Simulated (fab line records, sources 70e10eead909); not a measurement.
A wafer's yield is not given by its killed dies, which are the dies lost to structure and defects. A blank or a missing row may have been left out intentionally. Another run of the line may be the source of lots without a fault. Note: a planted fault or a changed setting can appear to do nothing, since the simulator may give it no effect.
fab line records + flow nand-harc
record
- lots=12
- wafers=36
- last-day=33
route steps=1302 shown P_ZERO_WELL@26 P_STI@83 END@1302
lots with no fault: from the same line, run without faults
start-h: hours from the record's first day to the start of the lot's first wafer shown + wait-h: how many hours have passed since the lot's step before this one + " same as the row above + L1.1+2: a single row standing in for several wafers + - no value, or no start was given + * or withheld: withheld + < > ~ a bound
route shown NAME@n: NAME is a module with steps in the file, n the number in the route of the first one + usual: average and standard deviation across the fault-free wafers + same: alike in all rows + chamber/n: place in a boat + sites: the reading at each site + _std_site: their standard deviation + _edge_site: mean of outer sites minus mean of inner sites + radius-mm: for every site, how far away it sits from the centre of the wafer + mask NAME#n: copy n + behind: the tool/chamber that last shaped the wafer + hold: cause of the lot's hold/its duration in hours/its outcome + device: the transistor (n, p or np) that didn't switch + end of line: the same wafers' tests at the end of the route + where a step has no rows: the recipe by itself + killed: dies that structure and defects cost at the first sort, which is not the same as the wafer's yield + map: the dies of a wafer, with x for killed, . for not killed, _ for no die there
set.NAME: setting as actually run; set.NAME@STEP: the setting as run at that earlier step + model.NAME: the simulator's own value behind a step, which no gauge read
the route's steps for a sample of lots (tables are steps, rows are wafers)
services: a tool's chamber out of use, with start hour (start-h, from the record's first day; less than 0 if before it), hours out, and reason
## steps
# step NHARC_P_ZERO_WELL_EXPOSE_21
# recipe
- na=0.6
- target-cd-nm=720
- dose-mj=22.31
- mask-id=P_NWELL
# usual
- focus-offset-nm=0.0/0.5
| lot.wafer | tool           | chamber | start-h | wait-h | mask         | focus-offset-nm |
|-----------|----------------|---------|---------|--------|--------------|-----------------|
| L614.1    | krf-scanner-04 | 0       | 22.44   | -      | P_NWELL#0    | -0.9            |
| L614.3    | "              | 0       | "       | "      | P_NWELL#0    | -0.1            |
| L614.6    | "              | 0       | "       | "      | P_NWELL#0    | -0.3            |
| L615.3    | krf-scanner-04 | 0       | 32.57   | -      | P_NWELL#0    | -0.1            |
| L615.5    | "              | 0       | "       | "      | P_NWELL#0    | 0.6             |
| L615.6    | "              | 0       | "       | "      | P_NWELL#0    | -0.1            |
| L616.2    | krf-scanner-02 | 0       | 42.44   | -      | P_NWELL#0    | 1.0             |
| L616.3    | "              | 0       | "       | "      | P_NWELL#0    | 0.1             |
| L616.4    | "              | 0       | "       | "      | P_NWELL#0    | -0.1            |
| L617.3    | krf-scanner-04 | 0       | 52.53   | -      | P_NWELL#0    | 0.0             |
| L617.4    | "              | 0       | "       | "      | P_NWELL#0    | -0.8            |
| L617.5    | "              | 0       | "       | "      | P_NWELL#0    | 0.3             |
| L619.1    | krf-scanner-04 | 0       | 72.42   | -      | P_NWELL#0    | -0.8            |
| L619.2    | "              | 0       | "       | "      | P_NWELL#0    | -0.2            |
| L619.6    | "              | 0       | "       | "      | P_NWELL#0    | -0.4            |
| L621.1    | krf-scanner-03 | 0       | 92.86   | -      | P_NWELL#0    | 0.2             |
| L621.4    | "              | 0       | "       | "      | P_NWELL#0    | 0.0             |
| L621.6    | "              | 0       | "       | "      | P_NWELL#0    | -0.1            |
| L622.2    | krf-scanner-04 | 0       | 102.57  | -      | P_NWELL#0    | -0.3            |
| L622.5    | "              | 0       | "       | "      | P_NWELL#0    | 0.1             |
| L622.6    | "              | 0       | "       | "      | P_NWELL#0    | 0.7             |
| L627.2    | krf-scanner-04 | 0       | 152.30  | -      | P_NWELL_R1#0 | 0.0             |
| L627.3    | "              | 0       | "       | "      | P_NWELL_R1#0 | -0.2            |
| L627.4    | "              | 0       | "       | "      | P_NWELL_R1#0 | -1.1            |
| L630.1    | krf-scanner-03 | 0       | 182.44  | -      | P_NWELL#0    | -0.4            |
| L630.4    | "              | 0       | "       | "      | P_NWELL#0    | -0.8            |
| L630.6    | "              | 0       | "       | "      | P_NWELL#0    | -0.8            |
| L635.3    | krf-scanner-03 | 0       | 232.60  | -      | P_NWELL#0    | 0.3             |
| L635.5    | "              | 0       | "       | "      | P_NWELL#0    | 0.9             |
| L635.6    | "              | 0       | "       | "      | P_NWELL#0    | 0.9             |
| L636.2    | krf-scanner-03 | 0       | 242.33  | -      | P_NWELL#0    | 0.4             |
| L636.3    | "              | 0       | "       | "      | P_NWELL#0    | -0.5            |
| L636.6    | "              | 0       | "       | "      | P_NWELL#0    | -0.1            |
| L637.3    | krf-scanner-04 | 0       | 252.40  | -      | P_NWELL#0    | 0.3             |
| L637.5    | "              | 0       | "       | "      | P_NWELL#0    | 0.3             |
| L637.6    | "              | 0       | "       | "      | P_NWELL#0    | 0.3             |
# step NHARC_P_ZERO_WELL_CD_MEAS_24
# recipe
- target-cd-nm=720
- landing-energy-ev=500
# usual
- cd-nm=720.6/1.1
| lot.wafer | tool      | chamber | start-h | wait-h | cd-nm |
|-----------|-----------|---------|---------|--------|-------|
| L614.1    | cd-sem-01 | 0       | 22.60   | -      | 720.5 |
| L614.3    | "         | 0       | "       | "      | 721.8 |
| L614.6    | "         | 0       | "       | "      | 721.6 |
| L615.3    | cd-sem-03 | 0       | 32.72   | -      | 719.7 |
| L615.5    | "         | 0       | "       | "      | 720.7 |
| L615.6    | "         | 0       | "       | "      | 719.2 |
| L616.2    | cd-sem-02 | 0       | 42.60   | -      | 719.9 |
| L616.3    | "         | 0       | "       | "      | 719.9 |
| L616.4    | "         | 0       | "       | "      | 720.1 |
| L617.3    | cd-sem-01 | 0       | 52.68   | -      | 721.1 |
| L617.4    | "         | 0       | "       | "      | 720.2 |
| L617.5    | "         | 0       | "       | "      | 721.4 |
| L619.1    | cd-sem-02 | 0       | 72.57   | -      | 721.3 |
| L619.2    | "         | 0       | "       | "      | 720.4 |
| L619.6    | "         | 0       | "       | "      | 721.7 |
| L621.1    | cd-sem-01 | 0       | 93.02   | -      | 720.8 |
| L621.4    | "         | 0       | "       | "      | 718.5 |
| L621.6    | "         | 0       | "       | "      | 718.9 |
| L622.2    | cd-sem-02 | 0       | 102.72  | -      | 721.7 |
| L622.5    | "         | 0       | "       | "      | 720.2 |
| L622.6    | "         | 0       | "       | "      | 721.1 |
| L627.2    | cd-sem-02 | 0       | 152.45  | -      | 715.9 |
| L627.3    | "         | 0       | "       | "      | 715.8 |
| L627.4    | "         | 0       | "       | "      | 714.9 |
| L630.1    | cd-sem-03 | 0       | 182.60  | -      | 722.0 |
| L630.4    | "         | 0       | "       | "      | 720.3 |
| L630.6    | "         | 0       | "       | "      | 720.5 |
| L635.3    | cd-sem-02 | 0       | 232.75  | -      | 720.7 |
| L635.5    | "         | 0       | "       | "      | 721.0 |
| L635.6    | "         | 0       | "       | "      | 719.3 |
| L636.2    | cd-sem-03 | 0       | 242.49  | -      | 720.9 |
| L636.3    | "         | 0       | "       | "      | 721.1 |
| L636.6    | "         | 0       | "       | "      | 721.9 |
| L637.3    | cd-sem-01 | 0       | 252.56  | -      | 720.1 |
| L637.5    | "         | 0       | "       | "      | 720.4 |
| L637.6    | "         | 0       | "       | "      | 719.0 |
# step NHARC_P_STI_CD_MEAS_09
# recipe
- target-cd-nm=200
- landing-energy-ev=500
# usual
- cd-nm=199.8/1.5
| lot.wafer | tool      | chamber | start-h | wait-h | cd-nm |
|-----------|-----------|---------|---------|--------|-------|
| L614.1    | cd-sem-02 | 0       | 46.08   | -      | 200.4 |
| L614.3    | "         | 0       | "       | "      | 200.3 |
| L614.6    | "         | 0       | "       | "      | 200.4 |
| L615.3    | cd-sem-02 | 0       | 57.09   | -      | 199.1 |
| L615.5    | "         | 0       | "       | "      | 199.4 |
| L615.6    | "         | 0       | "       | "      | 199.5 |
| L616.2    | cd-sem-03 | 0       | 64.52   | -      | 201.7 |
| L616.3    | "         | 0       | "       | "      | 201.2 |
| L616.4    | "         | 0       | "       | "      | 200.7 |
| L617.3    | cd-sem-01 | 0       | 73.78   | -      | 197.2 |
| L617.4    | "         | 0       | "       | "      | 197.6 |
| L617.5    | "         | 0       | "       | "      | 198.7 |
| L619.1    | cd-sem-01 | 0       | 94.53   | -      | 198.2 |
| L619.2    | "         | 0       | "       | "      | 197.0 |
| L619.6    | "         | 0       | "       | "      | 199.4 |
| L621.1    | cd-sem-02 | 0       | 113.36  | -      | 199.6 |
| L621.4    | "         | 0       | "       | "      | 200.9 |
| L621.6    | "         | 0       | "       | "      | 198.7 |
| L622.2    | cd-sem-03 | 0       | 123.50  | -      | 199.8 |
| L622.5    | "         | 0       | "       | "      | 199.3 |
| L622.6    | "         | 0       | "       | "      | 199.6 |
| L627.2    | cd-sem-01 | 0       | 173.44  | -      | 202.0 |
| L627.3    | "         | 0       | "       | "      | 200.2 |
| L627.4    | "         | 0       | "       | "      | 200.5 |
| L630.1    | cd-sem-02 | 0       | 205.15  | -      | 200.2 |
| L630.4    | "         | 0       | "       | "      | 200.1 |
| L630.6    | "         | 0       | "       | "      | 198.9 |
| L635.3    | cd-sem-03 | 0       | 255.85  | -      | 202.0 |
| L635.5    | "         | 0       | "       | "      | 201.3 |
| L635.6    | "         | 0       | "       | "      | 200.5 |
| L636.2    | cd-sem-03 | 0       | 264.44  | -      | 198.4 |
| L636.3    | "         | 0       | "       | "      | 199.0 |
| L636.6    | "         | 0       | "       | "      | 200.6 |
| L637.3    | cd-sem-03 | 0       | 272.61  | -      | 201.9 |
| L637.5    | "         | 0       | "       | "      | 202.1 |
| L637.6    | "         | 0       | "       | "      | 201.8 |
# step NHARC_P_STI_INSPECT_11
# usual
- raw-defect-count=6/3.3
| lot.wafer | tool              | chamber | start-h | wait-h | raw-defect-count |
|-----------|-------------------|---------|---------|--------|------------------|
| L614.1    | defect-inspect-02 | -       | 46.21   | 0.0    | 5                |
| L614.3    | "                 | -       | "       | "      | 4                |
| L614.6    | "                 | -       | "       | "      | 8                |
| L615.3    | defect-inspect-02 | -       | 57.21   | 0.0    | 8                |
| L615.5    | "                 | -       | "       | "      | 7                |
| L615.6    | "                 | -       | "       | "      | 4                |
| L616.2    | defect-inspect-01 | -       | 64.65   | 0.0    | 6                |
| L616.3    | "                 | -       | "       | "      | 5                |
| L616.4    | "                 | -       | "       | "      | 3                |
| L617.3    | defect-inspect-01 | -       | 73.90   | 0.0    | 5                |
| L617.4    | "                 | -       | "       | "      | 8                |
| L617.5    | "                 | -       | "       | "      | 5                |
| L619.1    | defect-inspect-01 | -       | 94.65   | 0.0    | 9                |
| L619.2    | "                 | -       | "       | "      | 5                |
| L619.6    | "                 | -       | "       | "      | 7                |
| L621.1    | defect-inspect-02 | -       | 113.49  | 0.0    | 4                |
| L621.4    | "                 | -       | "       | "      | 7                |
| L621.6    | "                 | -       | "       | "      | 6                |
| L622.2    | defect-inspect-01 | -       | 123.62  | 0.0    | 5                |
| L622.5    | "                 | -       | "       | "      | 6                |
| L622.6    | "                 | -       | "       | "      | 4                |
| L627.2    | defect-inspect-01 | -       | 173.56  | 0.0    | 8                |
| L627.3    | "                 | -       | "       | "      | 9                |
| L627.4    | "                 | -       | "       | "      | 5                |
| L630.1    | defect-inspect-02 | -       | 205.28  | 0.0    | 7                |
| L630.4    | "                 | -       | "       | "      | 6                |
| L630.6    | "                 | -       | "       | "      | 8                |
| L635.3    | defect-inspect-02 | -       | 255.97  | 0.0    | 5                |
| L635.5    | "                 | -       | "       | "      | 5                |
| L635.6    | "                 | -       | "       | "      | 7                |
| L636.2    | defect-inspect-02 | -       | 264.56  | 0.0    | 8                |
| L636.3    | "                 | -       | "       | "      | 3                |
| L636.6    | "                 | -       | "       | "      | 3                |
| L637.3    | defect-inspect-01 | -       | 272.73  | 0.0    | 4                |
| L637.5    | "                 | -       | "       | "      | 13               |
| L637.6    | "                 | -       | "       | "      | 15               |
# step NHARC_P_STI_ETCH_31
# recipe
- target-depth-a=1089
- time-s=54.5
- cf4-flow-sccm=100
- chf3-flow-sccm=30
- ar-flow-sccm=0
- rf-w=500
- bias-w=200
- chemistry=CF4/CHF3
# usual
- drypump-motor-current-A=5.5/0.38
- oes-product-au=0.962/0.018
- rf-vpp-V=370.5/2.7
- showerhead-plenum-p-Torr=1.57/0.076
- throttle-valve-pct=16.802/0.0099
| lot.wafer | tool        | chamber | start-h | wait-h | drypump-motor-current-A | oes-product-au | rf-hours-counter-h | rf-vpp-V | showerhead-plenum-p-Torr | throttle-valve-pct |
|-----------|-------------|---------|---------|--------|-------------------------|----------------|--------------------|----------|--------------------------|--------------------|
| L614.3    | rie-diel-10 | 0       | -       | -      | 5.5                     | 0.939          | 13                 | 374.6    | 1.68                     | 16.789             |
| L614.1    | "           | 2       | "       | "      | 5.1                     | 0.938          | 13                 | 370.7    | 1.63                     | 16.789             |
| L614.6    | "           | 0       | "       | "      | 5.5                     | 0.934          | -                  | 373.5    | 1.68                     | 16.808             |
| L615.3    | rie-diel-10 | 1       | -       | -      | 5.3                     | 0.956          | 11                 | 367.9    | 1.48                     | 16.804             |
| L615.6    | "           | 3       | "       | "      | 5.6                     | 0.955          | -                  | 368.7    | 1.52                     | 16.808             |
| L615.5    | "           | 1       | "       | "      | 5.3                     | 0.948          | -                  | 367.0    | 1.48                     | 16.784             |
| L616.4    | rie-diel-10 | 0       | -       | -      | 5.5                     | 0.984          | 14                 | 372.8    | 1.68                     | 16.806             |
| L616.3    | "           | 2       | "       | "      | 5.1                     | 0.967          | 14                 | 372.4    | 1.63                     | 16.808             |
| L616.2    | "           | 3       | "       | "      | 5.6                     | 0.969          | 14                 | 369.0    | 1.52                     | 16.825             |
| L617.3    | rie-diel-01 | 1       | -       | -      | 5.2                     | 0.962          | 2                  | 371.7    | 1.64                     | 16.798             |
| L617.5    | "           | 2       | "       | "      | 6.2                     | 0.968          | -                  | 369.7    | 1.51                     | 16.812             |
| L617.4    | "           | 0       | "       | "      | 5.0                     | 0.971          | -                  | 375.1    | 1.69                     | 16.818             |
| L619.2    | rie-diel-08 | 1       | -       | -      | 5.8                     | 0.971          | 6                  | 373.5    | 1.67                     | 16.815             |
| L619.1    | "           | 3       | "       | "      | 5.3                     | 0.980          | 6                  | 369.2    | 1.50                     | 16.796             |
| L619.6    | "           | 1       | "       | "      | 5.8                     | 0.964          | -                  | 372.9    | 1.67                     | 16.780             |
| L621.4    | rie-diel-08 | 3       | -       | -      | 5.2                     | 0.961          | 6                  | 368.0    | 1.50                     | 16.796             |
| L621.1    | "           | 0       | "       | "      | 5.9                     | 0.983          | 6                  | 368.6    | 1.53                     | 16.809             |
| L621.6    | "           | 3       | "       | "      | 5.2                     | 0.969          | -                  | 367.5    | 1.50                     | 16.793             |
| L622.2    | rie-diel-10 | 0       | -       | -      | 5.5                     | 0.930          | 4                  | 373.7    | 1.68                     | 16.815             |
| L622.6    | "           | 2       | "       | "      | 5.1                     | 0.933          | -                  | 372.4    | 1.63                     | 16.809             |
| L622.5    | "           | 3       | "       | "      | 5.6                     | 0.935          | -                  | 367.3    | 1.52                     | 16.807             |
| L627.3    | rie-diel-08 | 0       | -       | -      | 5.9                     | 0.930          | 10                 | 368.4    | 1.53                     | 16.781             |
| L627.4    | "           | 1       | "       | "      | 5.8                     | 0.946          | 11                 | 373.8    | 1.67                     | 16.801             |
| L627.2    | "           | 2       | "       | "      | 6.1                     | 0.937          | 10                 | 367.4    | 1.49                     | 16.805             |
| L630.4    | rie-diel-08 | 3       | -       | -      | 5.3                     | 0.966          | 0                  | 367.7    | 1.49                     | 16.788             |
| L630.1    | "           | 0       | "       | "      | 5.9                     | 0.971          | 0                  | 369.1    | 1.53                     | 16.799             |
| L630.6    | "           | 3       | "       | "      | 5.2                     | 0.967          | -                  | 368.4    | 1.49                     | 16.777             |
| L635.3    | rie-diel-08 | 2       | -       | -      | 6.0                     | 0.976          | 5                  | 368.4    | 1.49                     | 16.805             |
| L635.6    | "           | 2       | "       | "      | 6.0                     | 0.964          | -                  | 367.7    | 1.49                     | 16.799             |
| L635.5    | "           | 3       | "       | "      | 5.3                     | 0.965          | -                  | 368.5    | 1.49                     | 16.780             |
| L636.3    | rie-diel-10 | 3       | -       | -      | 5.6                     | 0.984          | 1                  | 369.0    | 1.51                     | 16.796             |
| L636.2    | "           | 1       | "       | "      | 5.3                     | 0.950          | 2                  | 367.6    | 1.48                     | 16.799             |
| L636.6    | "           | 2       | "       | "      | 5.1                     | 0.959          | -                  | 372.4    | 1.63                     | 16.819             |
| L637.3    | rie-diel-01 | 0       | -       | -      | 5.0                     | 0.975          | 3                  | 373.2    | 1.68                     | 16.803             |
| L637.6    | "           | 2       | "       | "      | 6.2                     | 0.966          | -                  | 368.1    | 1.50                     | 16.832             |
| L637.5    | "           | 3       | "       | "      | 5.2                     | 0.980          | -                  | 371.4    | 1.64                     | 16.800             |
# step NHARC_END_SORT_01
# recipe
- temp-c=25
# usual
- killed-at-array=52/20
- killed-at-other=1.0/1.3
- killed-at-periphery=3.7/2.2
- killed-dies=57/20
- killed-open=3.2/1.6
- killed-short=2.4/1.6
# same
- gross-dies=677
| lot.wafer | tool      | chamber | start-h | wait-h | killed-at-array | killed-at-other | killed-at-periphery | killed-dies | killed-open | killed-short |
|-----------|-----------|---------|---------|--------|-----------------|-----------------|---------------------|-------------|-------------|--------------|
| L615.3    | prober-01 | 0       | 578.81  | 3.1    | 69              | 2               | 4                   | 75          | 1           | 3            |
| L615.5    | prober-01 | 0       | 580.44  | 3.8    | 57              | 1               | 2                   | 60          | 4           | 0            |
| L615.6    | prober-01 | 0       | 581.25  | 4.1    | 56              | 2               | 0                   | 58          | 5           | 3            |
| L617.3    | prober-02 | 0       | 617.54  | 3.1    | 67              | 0               | 5                   | 72          | 6           | 2            |
| L617.4    | prober-02 | 0       | 618.34  | 3.4    | 54              | 1               | 2                   | 57          | 3           | 1            |
| L617.5    | prober-02 | 0       | 619.14  | 3.7    | 59              | 0               | 9                   | 68          | 3           | 1            |
| L619.1    | prober-02 | 0       | 624.40  | 2.5    | 69              | 0               | 5                   | 74          | 3           | 2            |
| L619.2    | prober-02 | 0       | 625.19  | 2.8    | 59              | 1               | 3                   | 63          | 1           | 2            |
| L619.6    | prober-02 | 0       | 628.35  | 3.9    | 75              | 0               | 0                   | 75          | 3           | 1            |
| L630.1    | prober-02 | 0       | 719.48  | 2.5    | 45              | 0               | 5                   | 50          | 3           | 1            |
| L630.4    | prober-02 | 0       | 721.88  | 3.4    | 40              | 0               | 4                   | 44          | 3           | 5            |
| L630.6    | prober-02 | 0       | 723.48  | 4.0    | 49              | 1               | 6                   | 56          | 3           | 2            |
| L635.3    | prober-02 | 0       | 779.11  | 3.1    | 23              | 0               | 5                   | 28          | 4           | 2            |
| L635.5    | prober-02 | 0       | 780.68  | 3.6    | 26              | 0               | 5                   | 31          | 1           | 0            |
| L635.6    | prober-02 | 0       | 781.47  | 3.9    | 21              | 2               | 4                   | 27          | 3           | 2            |
| L637.3    | prober-02 | 0       | 800.77  | 3.1    | 51              | 1               | 1                   | 53          | 3           | 3            |
| L637.5    | prober-02 | 0       | 802.38  | 3.7    | 36              | 0               | 2                   | 38          | 1           | 3            |
| L637.6    | prober-02 | 0       | 803.19  | 4.0    | 42              | 0               | 0                   | 42          | 2           | 4            |
# killed by level:class
L615.3 A_SLIT:chamber-film-flake=29 A_CHANNEL_HOLE_D2:chamber-film-flake=26 A_CONTACT:chamber-film-flake=5 A_CHANNEL_FILL_D2:chamber-film-flake=3 P_ZERO_WELL:chamber-film-flake=2 A_WL_FILL:chamber-film-flake=2 THIN_TSV:chamber-film-flake=2 P_STI:geometric-particle:short=1
L615.5 A_CHANNEL_HOLE_D2:chamber-film-flake=26 A_SLIT:chamber-film-flake=23 A_CHANNEL_FILL_D2:chamber-film-flake=4 A_WL_FILL:geometric-particle:open=2 P_CONTACT:geometric-particle:open=1 A_SGD_CUT:geometric-particle:open=1 P_ZERO_WELL:chamber-film-flake=1 A_CHANNEL_HOLE_D1:chamber-film-flake=1
L615.6 A_CHANNEL_HOLE_D2:chamber-film-flake=22 A_SLIT:chamber-film-flake=20 A_CONTACT:chamber-film-flake=4 A_ONON_D1:geometric-particle:short=2 A_M0:geometric-particle:open=2 THIN_TSV:chamber-film-flake=2 A_CHANNEL_FILL_D2:geometric-particle:open=1 A_WL_FILL:geometric-particle:open=1
L617.3 A_CHANNEL_HOLE_D2:chamber-film-flake=32 A_SLIT:chamber-film-flake=21 P_M0:chamber-film-flake=3 A_CHANNEL_FILL_D1:geometric-particle:open=2 A_BLC:geometric-particle:open=2 P_GATE:chamber-film-flake=2 A_CONTACT:chamber-film-flake=2 A_ONON_D1:geometric-particle:open=1
L617.4 A_CHANNEL_HOLE_D2:chamber-film-flake=25 A_SLIT:chamber-film-flake=23 A_ONON_D1:geometric-particle:short=1 A_ONON_D2:geometric-particle:open=1 A_WL_FILL:geometric-particle:open=1 A_BLC:geometric-particle:open=1 P_STI:chamber-film-flake=1 P_GATE:chamber-film-flake=1
L617.5 A_SLIT:chamber-film-flake=26 A_CHANNEL_HOLE_D2:chamber-film-flake=24 P_M0:chamber-film-flake=5 A_CHANNEL_HOLE_D1:chamber-film-flake=4 P_GATE:chamber-film-flake=3 P_M0:geometric-particle:open=1 A_DECK1_JOINT:geometric-particle:open=1 A_ONON_D2:geometric-particle:open=1
L619.1 A_CHANNEL_HOLE_D2:chamber-film-flake=27 A_SLIT:chamber-film-flake=26 A_CONTACT:chamber-film-flake=5 A_CHANNEL_HOLE_D1:chamber-film-flake=4 P_M0:geometric-particle:open=2 P_ZERO_WELL:chamber-film-flake=2 A_STAIRCASE:chamber-film-flake=2 A_DECK1_JOINT:geometric-particle:short=1
L619.2 A_SLIT:chamber-film-flake=27 A_CHANNEL_HOLE_D2:chamber-film-flake=18 A_STAIRCASE:chamber-film-flake=5 A_CONTACT:chamber-film-flake=3 P_GATE:chamber-film-flake=2 A_WL_FILL:chamber-film-flake=2 A_CHANNEL_HOLE_D2:geometric-particle:short=1 A_CHANNEL_FILL_D2:geometric-particle:open=1
L619.6 A_CHANNEL_HOLE_D2:chamber-film-flake=30 A_SLIT:chamber-film-flake=30 A_CHANNEL_HOLE_D1:chamber-film-flake=5 A_WL_FILL:chamber-film-flake=2 A_ONON_D1:geometric-particle:open=1 A_CHANNEL_HOLE_D2:geometric-particle:open=1 A_CHANNEL_FILL_D2:geometric-particle:short=1 A_SGD_CUT:geometric-particle:open=1
L630.1 A_CHANNEL_HOLE_D2:chamber-film-flake=25 A_CHANNEL_HOLE_D1:chamber-film-flake=8 P_STI:chamber-film-flake=2 P_M2:chamber-film-flake=2 A_CHANNEL_FILL_D1:chamber-film-flake=2 A_DECK1_JOINT:chamber-film-flake=2 A_CONTACT:chamber-film-flake=2 P_M0:geometric-particle:open=1
L630.4 A_CHANNEL_HOLE_D2:chamber-film-flake=16 A_CHANNEL_HOLE_D1:chamber-film-flake=7 A_CONTACT:chamber-film-flake=4 A_M0:geometric-particle:short=2 P_STI:chamber-film-flake=2 A_CHANNEL_FILL_D1:chamber-film-flake=2 A_SLIT:chamber-film-flake=2 P_GATE:geometric-particle:open=1
L630.6 A_CHANNEL_HOLE_D2:chamber-film-flake=28 A_SLIT:chamber-film-flake=7 A_CHANNEL_HOLE_D1:chamber-film-flake=5 A_CONTACT:chamber-film-flake=4 P_M2:chamber-film-flake=2 A_DECK1_JOINT:chamber-film-flake=2 P_STI:geometric-particle:short=1 P_CONTACT:geometric-particle:open=1
L635.3 A_SLIT:chamber-film-flake=8 A_BLC:chamber-film-flake=4 P_BONDPAD:chamber-film-flake=3 A_STAIRCASE:chamber-film-flake=3 P_GATE:chamber-film-flake=2 A_CONTACT:chamber-film-flake=2 A_CHANNEL_FILL_D1:geometric-particle:open=1 A_ONON_D2:geometric-particle:short=1
L635.5 A_SLIT:chamber-film-flake=13 A_CONTACT:chamber-film-flake=8 P_BONDPAD:chamber-film-flake=2 A_STAIRCASE:chamber-film-flake=2 A_BLC:chamber-film-flake=2 P_M1:geometric-particle:open=1 P_ZERO_WELL:chamber-film-flake=1 P_GATE:chamber-film-flake=1
L635.6 A_SLIT:chamber-film-flake=9 A_CONTACT:chamber-film-flake=5 P_GATE:chamber-film-flake=3 THIN_TSV:chamber-film-flake=2 A_ONON_D2:geometric-particle:short=1 A_CHANNEL_FILL_D2:geometric-particle:open=1 A_STAIRCASE:geometric-particle:open=1 A_WL_FILL:geometric-particle:short=1
L637.3 A_CHANNEL_HOLE_D1:chamber-film-flake=24 A_SLIT:chamber-film-flake=10 A_STAIRCASE:chamber-film-flake=5 A_CHANNEL_HOLE_D2:chamber-film-flake=4 A_WL_FILL:chamber-film-flake=2 P_M1:geometric-particle:short=1 A_CHANNEL_HOLE_D1:geometric-particle:open=1 A_ONON_D2:geometric-particle:short=1
L637.5 A_CHANNEL_HOLE_D1:chamber-film-flake=21 A_SLIT:chamber-film-flake=7 A_CONTACT:chamber-film-flake=4 A_CHANNEL_FILL_D2:geometric-particle:short=2 P_CONTACT:geometric-particle:short=1 A_CHANNEL_FILL_D1:geometric-particle:open=1 P_STI:chamber-film-flake=1 A_STAIRCASE:chamber-film-flake=1
L637.6 A_CHANNEL_HOLE_D1:chamber-film-flake=19 A_SLIT:chamber-film-flake=8 A_STAIRCASE:chamber-film-flake=4 A_ONON_D1:geometric-particle:short=2 A_CHANNEL_HOLE_D2:chamber-film-flake=2 A_SOURCE_PLATE:geometric-particle:short=1 A_ONON_D2:geometric-particle:open=1 A_CHANNEL_FILL_D2:geometric-particle:open=1
## services
| tool           | chamber | start-h | hours | kind   |
|----------------|---------|---------|-------|--------|
| rie-diel-08    | 0       | 5.21    | 11.3  | repair |
| krf-scanner-04 | -       | 10.00   | 4.0   | pm     |
| rie-diel-08    | -       | 13.80   | 9.0   | pm     |
| rie-diel-01    | -       | 26.80   | 9.0   | pm     |
| rie-diel-10    | 3       | 29.53   | 6.0   | repair |
| krf-scanner-04 | -       | 42.17   | 2.7   | repair |
| rie-diel-01    | 1       | 44.28   | 12.6  | repair |
| krf-scanner-03 | -       | 52.00   | 4.0   | pm     |
| rie-diel-01    | 3       | 53.17   | 46.9  | repair |
| rie-diel-10    | 0       | 54.81   | 3.3   | repair |
| rie-diel-10    | -       | 65.54   | 9.0   | pm     |
| krf-scanner-04 | -       | 78.00   | 20.9  | repair |
| rie-diel-01    | 1       | 94.02   | 6.1   | repair |
| rie-diel-01    | 0       | 96.47   | 14.3  | repair |
| rie-diel-08    | 0       | 114.97  | 3.2   | repair |
| rie-diel-08    | 2       | 156.18  | 3.1   | repair |
| rie-diel-08    | -       | 177.81  | 0.2   | repair |
| krf-scanner-04 | -       | 182.00  | 4.0   | pm     |
| rie-diel-08    | 0       | 183.08  | 5.2   | repair |
| rie-diel-08    | -       | 190.80  | 9.0   | pm     |
| krf-scanner-04 | -       | 198.34  | 0.3   | repair |
| krf-scanner-03 | -       | 214.60  | 0.7   | repair |
| krf-scanner-03 | -       | 224.00  | 4.0   | pm     |
| rie-diel-10    | -       | 242.54  | 9.0   | pm     |
## key
first-sign
- step=NHARC_P_ZERO_WELL_EXPOSE_21
- reading=mask
- direction=changed
effect
- step=NHARC_P_ZERO_WELL_CD_MEAS_24
- reading=cd-nm
- direction=down
- sigmas=4.6
- usual=720.6
- struck=715.5
met-at NHARC_P_ZERO_WELL_EXPOSE_21
struck-lots L627
tester-left-out L627
not-acting-at NHARC_P_STI_CD_MEAS_09,NHARC_P_STI_INSPECT_11,NHARC_P_STI_ETCH_31
onset-between 102.57 152.30
fault
- kind=wrong-mask
- tool=any
- chamber=-
- onset-h=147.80
- steps=NHARC_P_ZERO_WELL_EXPOSE_21
- aux-copy=P_NWELL_R1#0
- cd-offset-nm=-4.2996
- scope=struck-lots-only
# tester-left-out: of these lots the tester's yield and bins aren't shown, on N5 and GAA mostly nor the transistor test; their killed dies are dies lost to structure and defects alone, not to doping, threshold or leakage, so they don't give the yield
